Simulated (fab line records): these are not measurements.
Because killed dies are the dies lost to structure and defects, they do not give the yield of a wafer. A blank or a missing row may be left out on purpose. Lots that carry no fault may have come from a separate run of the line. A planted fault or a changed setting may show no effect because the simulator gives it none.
Check of tool commonality | flow nand harc | 14 lots, 42 wafers sampled

== REASON FOR OPENING ==
At NHARC_A_ONON_D1_THK_MEAS_30 the reading thk nm is flagged on 2 of 14 lots. Fault-free wafers read 1002 nm, with a standard deviation of 12.
Rule: a lot gets a flag if all its wafers with a number sit over 4 standard deviations from that mean, or if no wafer of it has a number. The other lots count as sound.

lot  | measured     | on            | thk nm (nm), wafer by wafer | flag
L562 | day 8 04:32  | film metro-02 | 1008 1006 1011              |
L564 | day 8 19:10  | film metro-01 | 1002 1002 1002              |
L566 | day 9 19:11  | film metro-02 | 1018 1017 1019              |
L567 | day 10 13:17 | film metro-02 | 1006 1006 1006              |
L568 | day 10 13:19 | film metro-01 | 1027 1027 1024              |
L569 | day 11 07:35 | film metro-02 | 989 990 992                 |
L571 | day 12 07:28 | film metro-01 | 1022 1020 1020              |
L572 | day 12 14:34 | film metro-01 | 997 994 997                 |
L573 | day 13 02:26 | film metro-01 | 998 997 995                 |
L574 | day 13 02:26 | film metro-02 | 986 987 985                 |
L575 | day 13 18:22 | film metro-01 | 1782 1782 1783              | FLAGGED
L576 | day 14 08:38 | film metro-02 | 1781 1781 1779              | FLAGGED
L585 | day 17 19:17 | film metro-02 | 1006 1006 1006              |
L584 | day 17 19:19 | film metro-02 | 1005 1007 1007              |
The numbers of the flagged lots are 1781 nm on average: +779 nm against the usual, or +65 standard deviations.

== WHICH TOOL EACH LOT WENT THROUGH ==
The record keeps 1 process step preceding the reading, out of 1302 steps on the route. Cell contents, in order: the tool; ch with the chambers the sampled wafers went through; the start.
lot  | flag    | NHARC_A_ONON_D1_DEP_28
L562 |         | pecvd onon-04 ch 0, day 8 04:08
L564 |         | pecvd onon-01 ch 0, day 8 18:43
L566 |         | pecvd onon-02 ch 0, day 9 18:47
L567 |         | pecvd onon-04 ch 0, day 10 12:56
L568 |         | pecvd onon-02 ch 0, day 10 12:53
L569 |         | pecvd onon-02 ch 0, day 11 07:04
L571 |         | pecvd onon-02 ch 0, day 12 06:58
L572 |         | pecvd onon-02 ch 0, day 12 14:04
L573 |         | pecvd onon-01 ch 0, day 13 01:59
L574 |         | pecvd onon-02 ch 0, day 13 01:56
L575 | FLAGGED | pecvd onon-02 ch 0, day 13 17:58
L576 | FLAGGED | pecvd onon-02 ch 0, day 14 08:18
L585 |         | pecvd onon-04 ch 0, day 17 18:47
L584 |         | pecvd onon-02 ch 0, day 17 18:47
These steps, and what they do:
- NHARC_A_ONON_D1_DEP_28: target thk 1000 nm.
- NHARC_A_ONON_D1_THK_MEAS_30: measures by ellipsometry.

== FLAGGED OVER TOTAL, TOOL BY TOOL (the gauges that took the reading come last) ==
step                        | tool          | lots run | flagged | share of the flagged lots | sound lots run after its first flagged lot
NHARC_A_ONON_D1_DEP_28      | pecvd onon-01 | 2        | 0       | none                      | -
NHARC_A_ONON_D1_DEP_28      | pecvd onon-02 | 9        | 2       | all                       | 1 (L584)
NHARC_A_ONON_D1_DEP_28      | pecvd onon-04 | 3        | 0       | none                      | -
NHARC_A_ONON_D1_THK_MEAS_30 | film metro-01 | 6        | 1       | some                      | 0
NHARC_A_ONON_D1_THK_MEAS_30 | film metro-02 | 8        | 1       | some                      | 2 (L585,L584)

== THE TABLE: WHAT IT ALLOWS ==
In the table, 1 row covers all flagged lots: pecvd onon-02 at NHARC_A_ONON_D1_DEP_28.
- pecvd onon-02 at NHARC_A_ONON_D1_DEP_28: 2 of its 9 lots flagged. Sound lots ran on it after the first flagged one (L584), which a lasting fault on the whole tool wouldn't allow.
Not one row of the table ran every flagged lot while running no sound lot after the first.

== WHAT THE SIMULATOR HAD INSERTED ==
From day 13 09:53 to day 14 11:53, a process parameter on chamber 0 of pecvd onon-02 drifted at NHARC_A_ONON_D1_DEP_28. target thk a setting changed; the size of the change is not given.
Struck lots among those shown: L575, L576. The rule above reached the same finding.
